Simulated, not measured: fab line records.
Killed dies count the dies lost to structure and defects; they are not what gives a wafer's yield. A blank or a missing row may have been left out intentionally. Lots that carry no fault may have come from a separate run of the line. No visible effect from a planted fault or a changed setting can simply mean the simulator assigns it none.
fab line records ; flow n5-finfet
[record] lots = 4; wafers = 12; last-day = 16
route steps=1938 shown ILD0@335 SDB@347 BEOL_M4@1111 PASSIVATION@1936
lots untouched by any fault: they come from a run of this same line in which no faults occurred
start-h: hours from the record's first day to the start of the lot's first wafer shown ; wait-h: hours from the lot's prior step to this one ; " same as the row above ; L1.1+2: several wafers, shown together as one row ; - either no value or no given start ; * or withheld: withheld ; < > ~ a bound
route shown NAME@n: NAME is a module with steps in the file, n the number in the route of the first one ; usual: average and standard deviation across the fault-free wafers ; same: alike in all rows ; chamber/n: place in a boat ; sites: readings site by site ; _std_site: standard deviation across them ; _edge_site: mean of outer sites minus mean of inner sites ; radius-mm: how far each site lies from the wafer's centre ; mask NAME#n: copy n ; behind: the most recent tool/chamber to have shaped the wafer ; hold: reason for holding the lot/hours on hold/outcome of the hold ; device: the n, p or np transistor that did not switch ; end of line: the tests these same wafers got at the end of their route ; step lacking rows: just its recipe ; killed: dies lost to structure and defects at the first sort, not the wafer's yield ; map: shows each die of a wafer: x if killed, . if not, _ if none is there
set.NAME: the setting that was run; set.NAME@STEP: the one run at that earlier step ; model.NAME: the simulator's own value behind a step, which no gauge read
lots seen at some steps along the route; tables by step, rows by wafer
services: a tool's chamber out of use, with start hour (start-h, from the record's first day; less than 0 if before it), hours out, and reason
[[steps]]
[step N5_ILD0_LINER_00]
[recipe] material = SiNx; target-thk-a = 40; temp-c = 400; ald-precursor-family = SiH2I2; ald-co-reactant = N2/H2-plasma; pulse-time-s = 1; purge-time-s = 2; co-reactant-purge-time-s = 2; ald-cycles = 80; pressure-torr = 2
[step N5_ILD0_FCVD_FILL_01]
[recipe] material = SiO2_flowable; target-thk-a = 2000; temp-c = 100; pressure-torr = 0.8; rf-w = 2000; time-s = 328.3
[step N5_ILD0_CURE_02]
[recipe] temp-c = 450; time-s = 1800; ambient = steam; idle-temp-c = 400; ramp-up-c-per-min = 5; ramp-down-c-per-min = 3; densification-p-h2o-torr = 640
[step N5_ILD0_CMP_03]
[recipe] stop-on = SiNx; t-overpolish-s = 1.9; post-cmp-clean = alkaline-brush; down-force-psi = 4.1491; platen-rpm = 51.796; pad-velocity-m-s = 1.0306; target-thk-nm = 197.38
[step N5_ILD0_CMP_07]
[recipe] stop-on = poly-Si; material = SiO2_flowable; t-overpolish-s = 1.18; post-cmp-clean = alkaline-brush; down-force-psi = 4.1491; platen-rpm = 51.796; pad-velocity-m-s = 1.0306; target-thk-nm = 138.88
[step N5_ILD0_PRECLEAN_10]
[recipe] chemistry = NF3:NH3; afs-cycles = 5; time-s = 20; temp-c = 30; sublimation-temp-c = 180; sublimation-time-s = 60; pressure-torr = 3; rf-power-w = 30
[step N5_ILD0_ALD_15]
[recipe] material = SiNx; target-thk-a = 240; temp-c = 400; ald-precursor-family = SiH2I2; ald-co-reactant = N2/H2-plasma; pulse-time-s = 1; ald-cycles = 480; purge-time-s = 2; co-reactant-purge-time-s = 2; pressure-torr = 2
[step N5_ILD0_CMP_12]
[recipe] stop-on = poly-Si; material = SiNx; t-overpolish-s = 6; post-cmp-clean = alkaline-brush; down-force-psi = 2.5; platen-rpm = 51.8; pad-velocity-m-s = 1.0307; target-thk-nm = 17.67
[step N5_SDB_HM_DEP_00]
[recipe] material = SiNx; target-thk-a = 400; temp-c = 400; precursor = SiH4/NH3/N2; pressure-torr = 1.5; rf-w = 300; time-s = 35.3
[usual] chamber-pressure-Torr = 1.500/0.0032; heater-power-outer-w = 458/49; heater-power-w = 735/87; rf-fwd-power-W = 297.7/0.87; showerhead-plenum-p-Torr = 5.14/0.076; throttle-valve-pct = 39.8/1.6
lot.wafer;tool;chamber;start-h;wait-h;chamber-pressure-Torr;heater-power-outer-w;heater-power-w;rf-fwd-power-W;showerhead-plenum-p-Torr;throttle-valve-pct
L845.2;pecvd-03;2;96.69;0.0;1.497;404;626;298.0;5.23;38.2
L845.5;pecvd-03;1;96.69;0.0;1.498;458;717;296.4;5.18;41.3
L845.6;pecvd-03;0;96.69;0.0;1.499;425;636;298.3;5.19;40.4
L850.2;pecvd-03;1;131.18;0.0;-;-;-;-;-;-
L850.5;pecvd-03;2;131.18;0.0;-;-;-;-;-;-
L850.6;pecvd-03;0;131.18;0.0;-;-;-;-;-;-
L851.1;pecvd-03;0;131.44;0.0;-;-;-;-;-;-
L851.2;pecvd-03;2;131.44;0.0;-;-;-;-;-;-
L851.4;pecvd-03;0;131.44;0.0;-;-;-;-;-;-
L859.1;pecvd-01;1;181.07;0.0;1.502;461;737;298.8;5.05;39.8
L859.2;pecvd-01;2;181.07;0.0;1.502;427;702;296.6;5.10;37.9
L859.3;pecvd-01;0;181.07;0.0;1.498;514;851;296.9;4.98;40.1
[step N5_SDB_COAT_03]
[recipe] resist = SOC; temp-c = 250; time-s = 60; spin-rpm = 1500; resist-thk-nm = 100
[step N5_SDB_COAT_04]
[recipe] resist = SiARC; temp-c = 220; time-s = 60; spin-rpm = 1500; resist-thk-nm = 18
[step N5_SDB_COAT_05]
[recipe] resist = CAR-ArF; spin-rpm = 1500; resist-thk-nm = 90
[step N5_SDB_EBR_07]
[recipe] solvent = PGMEA; ebr-width-mm = 1.5
[step N5_SDB_SOFTBAKE_06]
[recipe] temp-c = 110; time-s = 60; resist = CAR-ArF
[step N5_SDB_EXPOSE_08]
[recipe] mask-id = SDB; na = 1.35; source-shape = conventional; sigma-outer = 0.5; polarization = unpolarized; dose-mj = 49.6
[step N5_SDB_PEB_09]
[recipe] peb-temp-c = withheld; peb-time-s = 60; resist = CAR-ArF
[step N5_SDB_DEVELOP_10]
[recipe] develop-time-s = 30; developer = TMAH; resist = CAR-ArF; rinse-liquid = diw; dry = air-spin; dev-temp-c = 23
[step N5_SDB_DESCUM_16]
[recipe] chemistry = O2; time-s = 7.9; source-power-w = 50; bias-power-w = 20; pressure-mtorr = 20; rf-frequency-hz = 2.712e+07; temp-c = 40; resist = CAR-ArF; o2-flow-sccm = 225
[step N5_SDB_ETCH_17]
[recipe] chemistry = CF4; target = SiARC; target-depth-a = 234; mask-material = CAR-ArF; time-s = 39; ion-energy-ev = 80; pressure-mtorr = 40; source-w = 545; bias-w = 36; Ar_flow_sccm = 100; cf4-flow-sccm = 100; ends = cleared
[step N5_SDB_ETCH_18]
[recipe] chemistry = N2/H2; target = SOC; target-depth-a = 1000; overetch-a = 200; mask-material = SiARC; temp-c = 40; time-s = 150; ion-energy-ev = 200; pressure-mtorr = 30; source-w = 840; bias-w = 150; n2-flow-sccm = 200; h2-flow-sccm = 200
[step N5_SDB_STRIP_19]
[recipe] chemistry = N2/H2; temp-c = 40; n2-flow-sccm = 200; h2-flow-sccm = 200; rf-frequency-hz = 6e+07
[step N5_SDB_STRIP_21]
[recipe] chemistry = CF4; resist = SiARC; power-w = 300; bias-power-w = 75; pressure-mtorr = 50; cf4-flow-sccm = 150; rf-frequency-hz = 6e+07
[step N5_SDB_HM_OPEN_20]
[recipe] chemistry = CH3F/O2; target = SiNx; mask-material = SOC; target-depth-a = 240; stop-on = poly-Si; over-etch-frac = 0.4; ion-energy-ev = 120; pressure-mtorr = 30; source-w = 395; bias-w = 73; Ar_flow_sccm = 150; CH3F_flow_sccm = 30; O2_flow_sccm = 20
[step N5_SDB_STRIP_22]
[recipe] chemistry = N2/H2; power-w = 1000; temp-c = 250; h2-frac = 0.65; overash-fraction = 0.3; pressure-mtorr = withheld; n2-flow-sccm = 1750; h2-flow-sccm = 3250
[step N5_SDB_PRECLEAN_23]
[recipe] chemistry = dHF; time-s = 30; temp-c = 25; dilution = withheld
[step N5_SDB_DUMMY_REMOVE_24]
[recipe] chemistry = TMAH; temp-c = 70; target = poly-Si; stop-on = SiO2; target-depth-nm = 142; conc-wt-pct = 5; time-s = 57; dry = ipa-marangoni; rinse-time-s = 30; rinse-temp-c = 23
[step N5_SDB_ETCH_25]
[recipe] chemistry = C4F6/O2; target = SiO2; target-depth-a = 100; time-s = 3.3; ion-energy-ev = 250; mask-material = SiNx; pressure-mtorr = 30; source-w = 345; bias-w = 185; Ar_flow_sccm = 300; C4F6_flow_sccm = 10; O2_flow_sccm = 10
[usual] C4F6_flow_sccm = 9.994/0.027; drypump-motor-current-A = 5.8/0.39; oes_o_777_au = 0.80/0.084; oes-product-au = 0.80/0.096; rf-fwd-power-W = 342.5/1.2; rf-vpp-V = 667/17; showerhead-plenum-p-Torr = 2.87/0.11; throttle-valve-pct = 21.14/0.18
lot.wafer;tool;chamber;start-h;wait-h;C4F6_flow_sccm;drypump-motor-current-A;oes_o_777_au;oes-product-au;rf-fwd-power-W;rf-hours-counter-h;rf-vpp-V;showerhead-plenum-p-Torr;throttle-valve-pct;model.SiNx_of_ILD0_ALD_15.thk-nm
L845.2;rie-diel-04;0;97.67;0.0;10.022;5.5;0.96;1.00;343.5;0;680;3.06;20.98;18.4
L845.5;rie-diel-04;0;97.67;0.0;10.022;5.6;0.97;1.00;343.4;-;679;3.06;20.97;18.6
L845.6;rie-diel-04;1;97.67;0.0;10.033;5.7;0.77;0.78;341.3;-;672;2.98;21.10;20
L850.2;rie-diel-02;2;133.33;0.6;9.990;5.9;0.77;0.76;343.3;154;641;2.74;21.20;15.4
L850.5;rie-diel-02;0;133.33;0.6;9.964;5.9;0.88;0.91;343.2;-;685;2.90;21.03;16.6
L850.6;rie-diel-02;3;133.33;0.6;10.004;6.3;0.70;0.72;343.6;-;687;2.95;20.90;16.2
L851.1;rie-diel-02;0;133.39;0.6;10.028;5.9;0.88;0.91;343.4;36;684;2.90;21.03;18
L851.2;rie-diel-02;2;133.39;0.6;9.979;5.9;0.78;0.75;344.5;154;640;2.74;21.21;18.2
L851.4;rie-diel-02;1;133.39;0.6;9.992;5.6;0.73;0.69;343.6;221;652;2.69;21.14;17.2
L859.1;rie-diel-02;0;182.02;0.0;9.966;5.9;0.85;0.88;341.1;53;684;2.89;21.03;17
L859.2;rie-diel-02;2;182.02;0.0;9.957;5.9;0.76;0.73;342.5;172;640;2.73;21.21;19.2
L859.3;rie-diel-02;3;182.02;0.0;9.949;6.3;0.68;0.69;343.9;201;685;2.94;20.92;17
[step N5_SDB_CUT_ETCH_26]
[recipe] chemistry = HBr/Cl2/O2; target = Si; target-depth-a = 1296; bt-time-s = 20; mask-material = SiNx; time-s = 51.8; ion-energy-ev = *; bias-w = *; pressure-mtorr = 10; icp-w = 800; HBr_flow_sccm = 150; Cl2_flow_sccm = 80; O2_flow_sccm = 12
[usual] drypump-motor-current-A = 5.8/0.31; oes_o_777_au = 1.01/0.042; oes-product-au = 0.999/0.018; rf-fwd-power-W = *; throttle-valve-pct = 37.13/0.29
[same] bt-time-s = 20
lot.wafer;tool;chamber;start-h;wait-h;drypump-motor-current-A;oes_o_777_au;oes-product-au;rf-fwd-power-W;rf-hours-counter-h;throttle-valve-pct;model.SiNx_of_ILD0_ALD_15.thk-nm
L845.2;rie-si-02;1;97.76;0.1;5.2;0.99;1.012;*;40;37.77;18.4
L845.5;rie-si-02;2;97.76;0.1;5.9;1.02;1.001;*;-;37.10;18.6
L845.6;rie-si-02;3;97.76;0.1;5.6;1.06;0.991;*;-;36.94;20
L850.2;rie-si-04;2;133.41;0.1;6.0;1.07;1.009;*;68;37.18;3.4
L850.5;rie-si-04;3;133.41;0.1;5.9;1.06;1.007;*;-;37.35;4.6
L850.6;rie-si-04;0;133.41;0.1;5.6;1.04;0.994;*;-;36.81;4.2
L851.1;rie-si-02;2;133.48;0.1;5.9;1.02;0.987;*;122;37.11;6
L851.2;rie-si-02;3;133.48;0.1;5.6;1.06;0.978;*;80;36.95;6
L851.4;rie-si-02;1;133.48;0.1;5.2;0.99;1.007;*;41;37.78;5.4
L859.1;rie-si-06;2;182.10;0.1;6.4;0.94;1.026;*;57;37.17;17
L859.2;rie-si-06;1;182.10;0.1;5.8;0.98;0.985;*;24;37.20;19.2
L859.3;rie-si-06;0;182.10;0.1;5.8;0.98;1.001;*;50;36.68;17
[step N5_SDB_PRECLEAN_38]
[recipe] chemistry = dHF; time-s = 10; dilution = 750:1; temp-c = 25
[step N5_SDB_PRECLEAN_39]
[recipe] chemistry = O3/DIW; time-s = 45; temp-c = 22; o3-ppm = 10
[step N5_SDB_SRD_28]
[recipe] dry = ipa-marangoni; time-s = 30; temp-c = 23; rinse-liquid = diw
[step N5_SDB_ALD_29]
[recipe] material = SiNx; target-thk-a = 300; temp-c = 400; ald-precursor-family = SiH2I2; ald-co-reactant = N2/H2-plasma; pulse-time-s = 1; ald-cycles = 600; purge-time-s = 2; co-reactant-purge-time-s = 2; pressure-torr = 2
[step N5_SDB_CMP_30]
[recipe] stop-on = poly-Si; t-overpolish-s = 1.54; post-cmp-clean = alkaline-brush; down-force-psi = 4.1491; platen-rpm = 51.796; pad-velocity-m-s = 1.0306; target-thk-nm = 30
[usual] edge-zone-pressure-frac = 1.000/0.0053; motor-current-A = 11.8/1.1; pad-life-wafers = 1176/380; slurry-filter-dp-kPa = 13.48/0.14; time-to-endpoint-s = 16.8/2.2
lot.wafer;tool;chamber;start-h;wait-h;edge-zone-pressure-frac;motor-current-A;pad-life-wafers;slurry-filter-dp-kPa;time-to-endpoint-s
L845.2;cmp-03;2;100.72;1.4;0.998;11.4;774;13.67;15.5
L845.5;cmp-03;2;100.72;1.4;1.006;11.1;-;13.44;19.1
L845.6;cmp-03;3;100.72;1.4;1.001;11.1;-;13.47;13.0
L850.2;cmp-03;2;136.37;1.4;1.003;11.0;1117;13.43;9.1
L850.6;cmp-03;1;136.37;1.4;1.001;12.3;-;13.34;6.6
L850.5;cmp-03;2;136.37;1.4;1.007;11.5;-;13.45;9.4
L851.2;cmp-01;2;136.56;1.5;1.006;13.3;1255;13.57;10.1
L851.1;cmp-01;3;136.56;1.5;1.005;11.1;1256;13.48;10.8
L851.4;cmp-01;0;136.56;1.5;0.989;10.1;1257;13.31;10.4
L859.1;cmp-03;0;185.11;1.4;0.998;12.0;1500;13.29;19.1
L859.3;cmp-03;1;185.11;1.4;1.005;12.8;1501;13.54;16.0
L859.2;cmp-03;3;185.11;1.4;0.994;11.1;1503;13.60;14.1
[step N5_BEOL_M4_RC_MEAS_101]
[usual] DIBL_N = 36.0/1.7; DIBL_P = 35.8/2; IOFF_N = 0.15/0.03; IOFF_P = 0.20/0.037; ION_N = 670/12; ION_P = 460/7.2; SS_N = 71.5/0.68; SS_P = 73.2/0.65; VT_N = 250/3.1; VT_P = -251/3.4
lot.wafer;tool;chamber;start-h;wait-h;DIBL_N[mV/V];DIBL_P[mV/V];IOFF_N[nA/um];IOFF_P[nA/um];ION_N[uA/um];ION_P[uA/um];SS_N[mV/dec];SS_P[mV/dec];VT_N[mV];VT_P[mV]
L845.2;prober-02;0;200.98;0.2;34.7;36.2;0.13;0.17;664;452;71.1;73.1;253;-256
L845.5;prober-02;0;200.98;0.2;34.8;36.9;0.14;0.19;663;460;72.1;73.5;252;-254
L845.6;prober-02;0;200.98;0.2;33.4;33.6;0.12;0.16;665;456;70.5;72.8;254;-255
L859.1;prober-01;0;289.71;0.0;37.4;37.5;0.18;0.23;674;459;72.0;74.2;250;-249
L859.2;prober-01;0;289.71;0.0;36.3;36.2;0.16;0.21;668;460;71.3;73.2;250;-250
L859.3;prober-01;0;289.71;0.0;37.6;38.9;0.20;0.26;684;468;71.2;75.0;245;-248
[step N5_PASSIVATION_PROBE_49]
[usual] defect-limited-yield = 91.4/1.5; killed_at_M0_to_M3 = 32/9.8; killed_at_M4_up = 15/5.6; killed-at-contacts = 12/5.4; killed-at-front-end = 40/13; killed-at-other = 3.0/2.1; killed-dies = 102/17; killed-on-rim = 14/4.4; killed-open = 67/13; killed-short = 32/7.1; sort_bin_5_function = 5.1/0.96; sort_bin_6_memory = 3.2/0.7; sort-n-pass = 1078/18; sort-yield-pct = 91.3/1.5
[same] gross-dies = 1180; killed-at-back-side = 0; sort_bin_4_leakage[%] = 0; sort_bin_8_speed[%] = 0
lot.wafer;tool;chamber;start-h;wait-h;defect-limited-yield[%];killed_at_M0_to_M3;killed_at_M4_up;killed-at-contacts;killed-at-front-end;killed-at-other;killed-dies;killed-on-rim;killed-open;killed-short;sort_bin_5_function[%];sort_bin_6_memory[%];sort-n-pass;sort-yield-pct[%]
L845.2;prober-02;-;313.03;0.1;93.0;31;7;12;26;7;83;10;57;25;3.9;2.9;1097;93.0
L845.5;prober-02;-;313.18;0.2;93.7;32;11;12;18;1;74;5;49;25;4.0;2.1;1106;93.7
L845.6;prober-02;-;313.23;0.3;92.8;25;17;17;23;3;85;9;60;24;4.6;2.3;1095;92.8
L850.2;prober-01;-;347.49;0.1;0;4;4;3;1168;1;1180;152;9;13;72.9;2.1;0;0
L850.5;prober-01;-;347.64;0.2;0;8;2;1;1169;0;1180;152;10;4;71.4;2.9;0;0
L850.6;prober-01;-;347.69;0.3;0;10;1;0;1169;0;1180;152;11;5;74.8;3.2;0;0
L851.1;prober-02;-;352.40;0.0;0;6;1;2;1171;0;1180;152;8;5;73.6;2.4;0;0
L851.2;prober-02;-;352.45;0.1;0;6;0;1;1173;0;1180;152;6;4;73.9;3.1;0;0
L851.4;prober-02;-;352.55;0.2;0;7;1;1;1169;2;1180;152;9;4;75.3;2.4;0;0
L859.1;prober-01;-;394.13;0.0;93.7;16;9;6;43;0;74;13;51;23;3.4;2.8;1106;93.7
L859.2;prober-01;-;394.18;0.1;91.4;24;6;10;61;1;102;12;76;26;4.9;3.6;1078;91.4
L859.3;prober-01;-;394.23;0.1;89.5;36;10;13;59;6;124;17;83;40;6.2;3.8;1056;89.5
// killed by level:class
L845.2 MOL_CONTACT_COAG:geometric-particle:open=10 BEOL_M0_SAQP:geometric-particle:open=10 BEOL_M4:geometric-particle:open=5 BEOL_M1:geometric-particle:open=5 BEOL_M0_SAQP:geometric-particle:short=4 BEOL_M2:geometric-particle:open=4 STARTING-WAFER:geometric-particle:open=4 STI_FIN_REVEAL:geometric-particle:open=3
L845.5 MOL_CONTACT_COAG:geometric-particle:open=9 BEOL_M0_SAQP:geometric-particle:short=9 BEOL_M3:geometric-particle:open=8 BEOL_M4:geometric-particle:open=6 STI_FIN_REVEAL:geometric-particle:open=4 BEOL_M0_SAQP:geometric-particle:open=4 BEOL_M0:geometric-particle:short=4 FIN_SAQP:geometric-particle:open=3
L845.6 MOL_CONTACT_COAG:geometric-particle:open=15 BEOL_M4:geometric-particle:open=9 FIN_SAQP:geometric-particle:open=5 BEOL_M1:geometric-particle:open=5 BEOL_M0:geometric-particle:open=4 BEOL_M3:geometric-particle:open=4 FIN_SAQP:geometric-particle:short=3 GATE_CUT:geometric-particle:short=3
L850.2 SDB:lost-pattern=1152 FIN_SAQP:geometric-particle:short=6 SDB:area-dep=5 DUMMY_GATE:geometric-particle:open=2 MOL_CONTACT_COAG:geometric-particle:open=2 STI_FIN_REVEAL:geometric-particle:short=1 DUMMY_GATE:geometric-particle:short=1 GATE_CUT:geometric-particle:short=1
L850.5 SDB:lost-pattern=1158 SDB:area-dep=8 BEOL_M3:geometric-particle:open=2 BEOL_M3:geometric-particle:short=2 FIN_CUT:geometric-particle:short=1 DUMMY_GATE:geometric-particle:open=1 MOL_CONTACT_COAG:geometric-particle:open=1 BEOL_M0_SAQP:geometric-particle:open=1
L850.6 SDB:lost-pattern=1162 BEOL_M0:geometric-particle:open=4 BEOL_M3:geometric-particle:open=2 STARTING-WAFER:geometric-particle:short=2 SDB:area-dep=2 FIN_SAQP:geometric-particle:open=1 ILD0:geometric-particle:open=1 GATE_CUT:geometric-particle:open=1
L851.1 SDB:lost-pattern=1162 SDB:area-dep=5 BEOL_M3:geometric-particle:open=3 FIN_SAQP:geometric-particle:short=2 MOL_CONTACT_COAG:geometric-particle:open=2 STI_FIN_REVEAL:geometric-particle:open=1 BEOL_M0_SAQP:geometric-particle:short=1 BEOL_M1:geometric-particle:open=1
L851.2 SDB:lost-pattern=1168 BEOL_M0_SAQP:geometric-particle:short=2 SDB:area-dep=2 FIN_SAQP:geometric-particle:short=1 STI_FIN_REVEAL:geometric-particle:open=1 DUMMY_GATE:geometric-particle:open=1 MOL_CONTACT_COAG:geometric-particle:open=1 BEOL_M0_SAQP:geometric-particle:open=1
L851.4 SDB:lost-pattern=1162 SDB:area-dep=5 BEOL_M0_SAQP:geometric-particle:short=3 BEOL_M3:geometric-particle:open=3 FIN_SAQP:geometric-particle:open=1 FIN_SAQP:geometric-particle:short=1 MOL_CONTACT_COAG:geometric-particle:open=1 BEOL_M0_SAQP:geometric-particle:open=1
L859.1 FIN_SAQP:geometric-particle:open=14 STI_FIN_REVEAL:geometric-particle:open=8 FIN_SAQP:geometric-particle:short=5 MOL_CONTACT_COAG:geometric-particle:open=5 BEOL_M0_SAQP:geometric-particle:short=5 BEOL_M1:geometric-particle:open=5 STARTING-WAFER:geometric-particle:short=4 BEOL_M0_SAQP:geometric-particle:open=3
L859.2 FIN_SAQP:geometric-particle:open=21 STI_FIN_REVEAL:geometric-particle:open=11 MOL_CONTACT_COAG:geometric-particle:open=10 FIN_SAQP:geometric-particle:short=9 GATE_CUT:geometric-particle:open=9 BEOL_M3:geometric-particle:open=6 BEOL_M0_SAQP:geometric-particle:short=5 BEOL_M1:geometric-particle:open=5
L859.3 FIN_SAQP:geometric-particle:open=20 MOL_CONTACT_COAG:geometric-particle:open=12 FIN_SAQP:geometric-particle:short=11 BEOL_M1:geometric-particle:open=8 STI_FIN_REVEAL:geometric-particle:open=8 BEOL_M0_SAQP:geometric-particle:short=7 BEOL_M0_SAQP:geometric-particle:open=6 BEOL_M2:geometric-particle:open=6
// map L850.2 (x killed, . not)
_________________xxxxxxxxxxxx________________
______________xxxxxxxxxxxxxxxxxx_____________
___________xxxxxxxxxxxxxxxxxxxxxxxx__________
__________xxxxxxxxxxxxxxxxxxxxxxxxxx_________
________xxxxxxxxxxxxxxxxxxxxxxxxxxxxxx_______
_______xxxxxxxxxxxxxxxxxxxxxxxxxxxxxxxx______
______xxxxxxxxxxxxxxxxxxxxxxxxxxxxxxxxxx_____
_____xxxxxxxxxxxxxxxxxxxxxxxxxxxxxxxxxxxx____
____xxxxxxxxxxxxxxxxxxxxxxxxxxxxxxxxxxxxxx___
___xxxxxxxxxxxxxxxxxxxxxxxxxxxxxxxxxxxxxxxx__
___xxxxxxxxxxxxxxxxxxxxxxxxxxxxxxxxxxxxxxxx__
__xxxxxxxxxxxxxxxxxxxxxxxxxxxxxxxxxxxxxxxxxx_
__xxxxxxxxxxxxxxxxxxxxxxxxxxxxxxxxxxxxxxxxxx_
_xxxxxxxxxxxxxxxxxxxxxxxxxxxxxxxxxxxxxxxxxxxx
_xxxxxxxxxxxxxxxxxxxxxxxxxxxxxxxxxxxxxxxxxxxx
_xxxxxxxxxxxxxxxxxxxxxxxxxxxxxxxxxxxxxxxxxxxx
_xxxxxxxxxxxxxxxxxxxxxxxxxxxxxxxxxxxxxxxxxxxx
_xxxxxxxxxxxxxxxxxxxxxxxxxxxxxxxxxxxxxxxxxxxx
_xxxxxxxxxxxxxxxxxxxxxxxxxxxxxxxxxxxxxxxxxxxx
_xxxxxxxxxxxxxxxxxxxxxxxxxxxxxxxxxxxxxxxxxxxx
_xxxxxxxxxxxxxxxxxxxxxxxxxxxxxxxxxxxxxxxxxxxx
__xxxxxxxxxxxxxxxxxxxxxxxxxxxxxxxxxxxxxxxxxx_
__xxxxxxxxxxxxxxxxxxxxxxxxxxxxxxxxxxxxxxxxxx_
___xxxxxxxxxxxxxxxxxxxxxxxxxxxxxxxxxxxxxxxx__
___xxxxxxxxxxxxxxxxxxxxxxxxxxxxxxxxxxxxxxxx__
____xxxxxxxxxxxxxxxxxxxxxxxxxxxxxxxxxxxxxx___
_____xxxxxxxxxxxxxxxxxxxxxxxxxxxxxxxxxxxx____
______xxxxxxxxxxxxxxxxxxxxxxxxxxxxxxxxxx_____
_______xxxxxxxxxxxxxxxxxxxxxxxxxxxxxxxx______
________xxxxxxxxxxxxxxxxxxxxxxxxxxxxxx_______
__________xxxxxxxxxxxxxxxxxxxxxxxxxx_________
___________xxxxxxxxxxxxxxxxxxxxxxxx__________
______________xxxxxxxxxxxxxxxxxx_____________
_________________xxxxxxxxxxxx________________
// map L851.1 (x killed, . not)
_________________xxxxxxxxxxxx________________
______________xxxxxxxxxxxxxxxxxx_____________
___________xxxxxxxxxxxxxxxxxxxxxxxx__________
__________xxxxxxxxxxxxxxxxxxxxxxxxxx_________
________xxxxxxxxxxxxxxxxxxxxxxxxxxxxxx_______
_______xxxxxxxxxxxxxxxxxxxxxxxxxxxxxxxx______
______xxxxxxxxxxxxxxxxxxxxxxxxxxxxxxxxxx_____
_____xxxxxxxxxxxxxxxxxxxxxxxxxxxxxxxxxxxx____
____xxxxxxxxxxxxxxxxxxxxxxxxxxxxxxxxxxxxxx___
___xxxxxxxxxxxxxxxxxxxxxxxxxxxxxxxxxxxxxxxx__
___xxxxxxxxxxxxxxxxxxxxxxxxxxxxxxxxxxxxxxxx__
__xxxxxxxxxxxxxxxxxxxxxxxxxxxxxxxxxxxxxxxxxx_
__xxxxxxxxxxxxxxxxxxxxxxxxxxxxxxxxxxxxxxxxxx_
_xxxxxxxxxxxxxxxxxxxxxxxxxxxxxxxxxxxxxxxxxxxx
_xxxxxxxxxxxxxxxxxxxxxxxxxxxxxxxxxxxxxxxxxxxx
_xxxxxxxxxxxxxxxxxxxxxxxxxxxxxxxxxxxxxxxxxxxx
_xxxxxxxxxxxxxxxxxxxxxxxxxxxxxxxxxxxxxxxxxxxx
_xxxxxxxxxxxxxxxxxxxxxxxxxxxxxxxxxxxxxxxxxxxx
_xxxxxxxxxxxxxxxxxxxxxxxxxxxxxxxxxxxxxxxxxxxx
_xxxxxxxxxxxxxxxxxxxxxxxxxxxxxxxxxxxxxxxxxxxx
_xxxxxxxxxxxxxxxxxxxxxxxxxxxxxxxxxxxxxxxxxxxx
__xxxxxxxxxxxxxxxxxxxxxxxxxxxxxxxxxxxxxxxxxx_
__xxxxxxxxxxxxxxxxxxxxxxxxxxxxxxxxxxxxxxxxxx_
___xxxxxxxxxxxxxxxxxxxxxxxxxxxxxxxxxxxxxxxx__
___xxxxxxxxxxxxxxxxxxxxxxxxxxxxxxxxxxxxxxxx__
____xxxxxxxxxxxxxxxxxxxxxxxxxxxxxxxxxxxxxx___
_____xxxxxxxxxxxxxxxxxxxxxxxxxxxxxxxxxxxx____
______xxxxxxxxxxxxxxxxxxxxxxxxxxxxxxxxxx_____
_______xxxxxxxxxxxxxxxxxxxxxxxxxxxxxxxx______
________xxxxxxxxxxxxxxxxxxxxxxxxxxxxxx_______
__________xxxxxxxxxxxxxxxxxxxxxxxxxx_________
___________xxxxxxxxxxxxxxxxxxxxxxxx__________
______________xxxxxxxxxxxxxxxxxx_____________
_________________xxxxxxxxxxxx________________
[[services]]
tool;chamber;start-h;hours;kind
rie-diel-04;0;76.49;-;clean
rie-diel-04;0;76.49;-;consumable-replace:focus-ring
rie-diel-04;0;76.49;-;consumable-replace:showerhead
rie-diel-04;0;76.49;19.5;scheduled-down
rie-diel-04;0;76.49;19.5;vent-cycle
rie-si-06;3;79.62;-;clean
rie-si-06;3;79.62;18.7;scheduled-down
rie-si-06;3;79.62;18.7;vent-cycle
rie-diel-02;0;91.45;11.1;repair
rie-diel-02;3;99.64;9.0;repair
cmp-01;-;100.42;13.8;pm
pecvd-01;-;114.37;0.5;repair
rie-diel-02;3;117.67;8.6;repair
cmp-01;-;121.61;1.0;repair
rie-diel-04;-;122.84;15.6;pm
rie-si-02;-;131.47;0.4;repair
cmp-01;-;147.65;1.7;repair
pecvd-01;2;156.72;2.1;scheduled-down
rie-si-04;2;157.17;3.0;repair
cmp-03;-;158.52;0.8;repair
cmp-03;-;165.89;4.2;repair
rie-si-02;1;178.55;1.8;repair
cmp-01;-;180.66;6.0;pm
pecvd-03;-;181.69;5.5;pm
[[key]]
[first-sign] step = N5_SDB_HM_DEP_00; reading = tool-record; direction = missing
[effect] step = N5_SDB_CMP_30; reading = time-to-endpoint-s; direction = down; sigmas = 3.4; usual = *; struck = *
[effect] step = N5_PASSIVATION_PROBE_49; reading = killed-at-front-end; direction = up; sigmas = 90; usual = 40; struck = 1170
[model-effect] step = N5_SDB_ETCH_25; value = SiNx_of_ILD0_ALD_15.thk-nm; without = 17.6; struck = 16.93
[model-effect] step = N5_SDB_CUT_ETCH_26; value = SiNx_of_ILD0_ALD_15.thk-nm; without = 17.6; struck = 4.933
met-at N5_SDB_HM_DEP_00
struck-wafers L850.2,L850.5,L850.6,L851.1,L851.2,L851.4
later-rows-left-out L850.2,L850.5,L850.6,L851.1,L851.2,L851.4
onset-between 96.69 131.18
[fault] kind = skipped-step-whole; tool = pecvd-03; chamber = -; onset-h = 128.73; steps = N5_SDB_HM_DEP_00; scope = struck-lots-only
// later-rows-left-out: the simulator's readings of these wafers behind a module that went badly wrong aren't trusted and aren't shown, but for the sort
